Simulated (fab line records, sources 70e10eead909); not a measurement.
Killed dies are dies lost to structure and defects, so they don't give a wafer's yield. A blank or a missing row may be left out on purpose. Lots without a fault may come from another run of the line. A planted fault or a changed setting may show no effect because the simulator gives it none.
A struck lot beside a sound one | flow nand_harc | 14 steps out of a route of 1302
Sound: wafers L663.1, L663.3, L663.6. Struck: wafers L665.4, L665.6. (L665.5 of the same lot was not struck and is left out.) The cause comes at the end.
At each step with rows: each side's tool, then ch and its chambers, then its first start. Under that, the readings that differ: sound wafers | struck wafers | difference of the means | sigmas: that difference in standard deviations of wafers without a fault.
alike: readings whose means differ by less than 2 such deviations, and words and numbers that are the same on both sides. not compared: withheld readings, readings that some wafer has no value for, bounds like >300 that may hide the same value, and numbers for which the record gives no deviation and whose values overlap.
The two part at a step that has a row with sigmas, a row that says differs or no value, or rows on one side only. Numbers that don't overlap but have no deviation are shown without sigmas and don't part them. A reading that every wafer of one side lacks parts them only if that side has two wafers or more.

NHARC_A_CONTACT_ETCH_113: etches the open film in C4F8/O2/Ar, time 190 s, target depth 1850 nm.
  sound on har_cap_etch-03 ch 0,1, day 22 09:01; struck on har_cap_etch-03 ch 0, day 23 02:08
  not compared: rf_hours_counter_h, run_length_s
then, 1 step without rows for these wafers: NHARC_A_CONTACT_ETCH_114 (etches the open film in C4F8/O2/Ar, time 190 s, target depth 1850 nm).
NHARC_A_CONTACT_ETCH_115: etches the open film in C4F8/O2/Ar, time 190 s, target depth 1850 nm.
  sound on har_cap_etch-03 ch 0,1, day 22 09:22; struck on har_cap_etch-03 ch 0, day 23 02:29
  not compared: rf_hours_counter_h, run_length_s
NHARC_A_CONTACT_ETCH_116: etches the open film in C4F8/O2/Ar, time 190 s, target depth 1850 nm.
  sound on har_cap_etch-03 ch 0,1, day 22 09:32; struck on har_cap_etch-03 ch 0, day 23 02:39
  not compared: rf_hours_counter_h, run_length_s
then, 5 steps without rows for these wafers: NHARC_A_CONTACT_ETCH_117 (etches the open film in C4F8/O2/Ar, time 190 s, target depth 1850 nm); NHARC_A_CONTACT_ETCH_118 (etches the open film in C4F8/O2/Ar, time 190 s, target depth 1850 nm); NHARC_A_CONTACT_ETCH_119 (etches the open film in C4F8/O2/Ar, time 190 s, target depth 1850 nm); NHARC_A_CONTACT_ETCH_120 (etches the open film in C4F8/O2/Ar, time 190 s, target depth 1850 nm); NHARC_A_CONTACT_ETCH_121 (etches the open film in C4F8/O2/Ar, time 190 s, target depth 1850 nm).
NHARC_A_CONTACT_ETCH_122: etches the open film in C4F8/O2/Ar, time 190 s, target depth 1850 nm.
  sound on har_cap_etch-03 ch 0,1, day 22 10:34; struck on har_cap_etch-03 ch 0, day 23 03:41
  not compared: rf_hours_counter_h, run_length_s
then, 1 step without rows for these wafers: NHARC_A_CONTACT_ETCH_123 (etches the open film in C4F8/O2/Ar, time 490 s, target depth 2110 nm).
NHARC_A_CONTACT_ETCH_90: etches the open film in CH3F/O2, target depth 40 nm, time 85.7 s.
  sound on rie_diel-13 ch 0,1, day 22 11:42; struck on rie_diel-13 ch 1,2, day 23 04:45
  alike: drypump_motor_current_A, oes_product_au, rf_fwd_power_W, rf_vpp_V, run_length_s, showerhead_plenum_p_Torr, throttle_valve_pct
  not compared: rf_hours_counter_h
NHARC_A_CONTACT_ETCH_96: etches the open film in C4F6/O2, target depth 20 nm, time 10 s.
  sound on rie_diel-13 ch 0,2,3, day 22 11:50; struck on rie_diel-13 ch 0, day 23 04:53
  reading            | sound             | struck    | difference                    | sigmas
  rf_fwd_power_W (W) | 584.7 583.5 590.4 | - -       | no value on the struck wafers |
  run_length_s (s)   | 31.0 31.1 31.2    | 27.6 27.4 | -3.6                          | -10
  alike: drypump_motor_current_A, oes_product_au, rf_vpp_V, showerhead_plenum_p_Torr, throttle_valve_pct
  not compared: rf_hours_counter_h
NHARC_A_CONTACT_CD_MEAS_53:
  sound on cd_sem-01, day 22 11:55; struck on cd_sem-03, day 23 04:58
  alike: cd_nm

WHERE THEY PART
Only at NHARC_A_CONTACT_ETCH_96, within this record. Later steps at which nothing parts them and some readings are alike: NHARC_A_CONTACT_CD_MEAS_53.

WHY: what the simulator had put in
Process parameter drift: rie_diel-13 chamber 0, from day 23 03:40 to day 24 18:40, at NHARC_A_CONTACT_ETCH_96. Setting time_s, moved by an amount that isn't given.
